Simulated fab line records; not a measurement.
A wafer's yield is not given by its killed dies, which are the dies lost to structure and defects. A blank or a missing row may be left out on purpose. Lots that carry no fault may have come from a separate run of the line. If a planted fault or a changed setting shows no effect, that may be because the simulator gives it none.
Problem report in the 8D (eight disciplines) form, filled by code | flow n5-finfet | the parts of the form that need people (team, actions taken, sign-off) are left out

== 1. THE PROBLEM ==
Wafers without a fault read 25.7 s with a standard deviation of 1, while etch-rf-on-time-s at N5_BEOL_M9_ETCH_65 averages 19.4 s across 2 wafers of 1 lot. Measured from the usual mean, that is -6.3 standard deviations.
The step: etches SiARC in CF4, target depth 15.6 nm, time 26 s.
First seen on wafer L105.2, day 13 16:06, on rie-diel-03. Wafers with a number at this step in the record: 30, from 11 lots. The rule behind "out" and "out of limits": a value lying over 4 standard deviations away from the usual mean. The other wafers with a number count as sound.

== 2. WHAT THIS IS AND IS NOT ==
question                    | is                     | is not
which readings at this step | etch-rf-on-time-s      | drypump-motor-current-A, rf-vpp-V, showerhead-plenum-p-Torr
which lots                  | L105                   | L100, L102, L112, L989, L991, L992, L994, L995, L996, L999
which wafers of those lots  | all that have a number | -
read on which tools         | rie-diel-03            | rie-diel-02, rie-diel-06
when                        | from day 13 16:06      | up to then (25 sound wafers); but 3 sound wafers of L112 came after

== 3. SUSPECTS, AND WHAT RULES EACH OUT ==
Counting: a tool at any process step up to the reading remains a suspect when it ran all the lots that are out and ran no sound lot after the first of those.
- rie-diel-03 at N5_BEOL_M9_STRIP_19 (strips in O2): ruled out as a lasting fault. Following L105 (day 13 15:26), the first lot on it that is out, the sound lots L112 were run on it.
- rie-diel-03 at N5_BEOL_M9_ETCH_65 (etches SiARC in CF4, target depth 15.6 nm, time 26 s): kept. It ran the lot that is out, L105 (day 13 16:06), and no sound lot after that; its last sound lot up to then is L102 (day 12 20:01). Out on those wafers are its own readings of etch-rf-on-time-s.
Remaining after the count: rie-diel-03 at N5_BEOL_M9_ETCH_65.

== 4. THE CAUSE (what the simulator had put in) ==
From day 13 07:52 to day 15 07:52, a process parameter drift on rie-diel-03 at N5_BEOL_M9_ETCH_65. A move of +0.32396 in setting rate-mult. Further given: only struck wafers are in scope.
Only this tool survived the counting.

== 5. SEQUENCE OF EFFECTS, ordered by route ==
Rows list readings where the struck wafers' mean (over those with a number) sits beyond 3 standard deviations from the usual. Only readings for which the record gives a usual standard deviation are gone through. hours: the time from each lot's start at the first step in this table that gives one to its start at this step, as a median over the lots. sigmas: the change in usual standard deviations.
hours | step               | reading           | usual     | on struck wafers | change | sigmas
0     | N5_BEOL_M9_ETCH_65 | etch-rf-on-time-s | 25.7 s    | 19.4             | -6.3   | -6.3
0     | N5_BEOL_M9_ETCH_65 | oes-product-au    | 0.66 a.u. | 0.86             | +0.20  | +3.2
Here are the process steps it includes:
- N5_BEOL_M9_ETCH_65: etches SiARC in CF4, target depth 15.6 nm, time 26 s.

== 6. HOW IT WOULD HAVE BEEN CAUGHT EARLIER ==
In this record no reading fell out of limits until day 13 16:06, 8 hours after the fault had begun at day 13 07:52.
